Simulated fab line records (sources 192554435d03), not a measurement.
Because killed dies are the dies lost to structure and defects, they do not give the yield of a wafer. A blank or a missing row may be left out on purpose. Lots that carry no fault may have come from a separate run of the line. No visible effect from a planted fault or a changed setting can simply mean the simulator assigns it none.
Which tool was responsible? | flow n5Finfet | 11 lots, 33 wafers sampled, at 1 step of a route of 1938

WHAT EACH GAUGE READ, for each wafer
N5_BEOL_M11_INSPECT_13: inspects for defects (brightfield).
lot  | measured     | on               | rawDefectCount
L216 | day 10 02:34 | defectInspect-01 | 461 520 433
L215 | day 10 02:44 | defectInspect-01 | 668 531 574
L219 | day 11 05:43 | defectInspect-01 | 453 372 304
L220 | day 11 13:59 | defectInspect-01 | 369 346 262
L222 | day 11 20:53 | defectInspect-02 | 329 471 323
L224 | day 12 12:28 | defectInspect-01 | 439 402 416
L225 | day 12 19:23 | defectInspect-02 | 269 348 352
L227 | day 12 21:30 | defectInspect-02 | 445 523 545
L233 | day 14 19:01 | defectInspect-02 | 399 376 378
L235 | day 15 02:33 | defectInspect-01 | 603 590 445
L237 | day 15 16:29 | defectInspect-02 | 376 418 331

TOOL THAT RAN EACH LOT (tool first, then ch and the chambers of the sampled wafers, then the start)
Record: no process step prior to these readings.

THE ANSWER, worked out from the rows above alone
Rule: the lots themselves supply what counts as usual. The widest of any qualifying gaps counts: lots, ordered by their means at a reading, are off when they make up no more than a third of the lots, leave a main group of 4 or more, and stand apart from it by 3 or more times the standard deviation of that group's means. Not used: any main group whose means are identical at the precision the tables above print for the reading. A lot without any number at a reading at which 4 lots or more have one is off too. Any other lot the step has rows for is counted as sound.
Across all readings shown, no lot is off: no conclusion can be drawn from this.

WHAT THE SIMULATOR PUT IN
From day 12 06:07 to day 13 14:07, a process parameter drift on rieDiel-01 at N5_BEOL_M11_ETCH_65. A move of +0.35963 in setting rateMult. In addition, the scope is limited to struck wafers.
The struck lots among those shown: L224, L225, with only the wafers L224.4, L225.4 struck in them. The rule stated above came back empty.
